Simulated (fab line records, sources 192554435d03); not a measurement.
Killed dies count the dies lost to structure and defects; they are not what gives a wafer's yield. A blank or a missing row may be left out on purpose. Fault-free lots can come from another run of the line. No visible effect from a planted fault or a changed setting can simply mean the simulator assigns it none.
Chamber matching || flow n5-finfet || rie-diel-05 running N5_BEOL_M1_ETCH_70: 4 sister chambers
The step etches SOC in N2/H2, target depth 80 nm, overetch 16 nm, time 120 s. 4 wafers are shown with their chamber, then 7 later ones without.

WAFERS, EACH WITH ITS CHAMBER
{"wafer": "L085.2", "chamber": 3, "throttle-valve-pct (%)": 18.18}
{"wafer": "L085.3", "chamber": 0, "throttle-valve-pct (%)": 18.12}
{"wafer": "L089.3", "chamber": 2, "throttle-valve-pct (%)": 17.12}
{"wafer": "L089.5", "chamber": 1, "throttle-valve-pct (%)": 18.12}

WAFERS WITHOUT THEIR CHAMBER
{"wafer": "L089.6", "throttle-valve-pct (%)": 17.13}
{"wafer": "L091.2", "throttle-valve-pct (%)": 17.14}
{"wafer": "L091.5", "throttle-valve-pct (%)": 18.19}
{"wafer": "L091.6", "throttle-valve-pct (%)": 18.13}
{"wafer": "L093.3", "throttle-valve-pct (%)": 18.13}
{"wafer": "L093.4", "throttle-valve-pct (%)": 18.14}
{"wafer": "L093.6", "throttle-valve-pct (%)": 18.11}

EACH ONE'S CHAMBER
{"wafer": "L089.6", "from the rows above": 2, "in truth": 2}
{"wafer": "L091.2", "from the rows above": 2, "in truth": 2}
{"wafer": "L091.5", "from the rows above": 3, "in truth": 3}
{"wafer": "L091.6", "from the rows above": "can't be placed: 0 or 1", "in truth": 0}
{"wafer": "L093.3", "from the rows above": "can't be placed: 0 or 1", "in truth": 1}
{"wafer": "L093.4", "from the rows above": "can't be placed: 0 or 1 or 3", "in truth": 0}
{"wafer": "L093.6", "from the rows above": "can't be placed: 0 or 1", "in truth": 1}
3 of 7 placed correctly. Unplaceable from these rows: 4, with the true chamber sitting among the candidates in 4. Number placed wrongly: 0.
How it was worked out, from the rows above alone: a wafer's distance from a chamber is the root of the sum, over the readings, of the square of ((its reading less the chamber's mean) divided by the reading's scatter). If the next closest chamber is less than 2 further off than the closest, the wafer can't be placed; otherwise it belongs to the closest. The mean given for a chamber averages the wafers shown for that chamber. The scatter (one wafer shown for each chamber): square how far every hidden wafer sits from the nearest shown wafer, average those squares and take the square root.
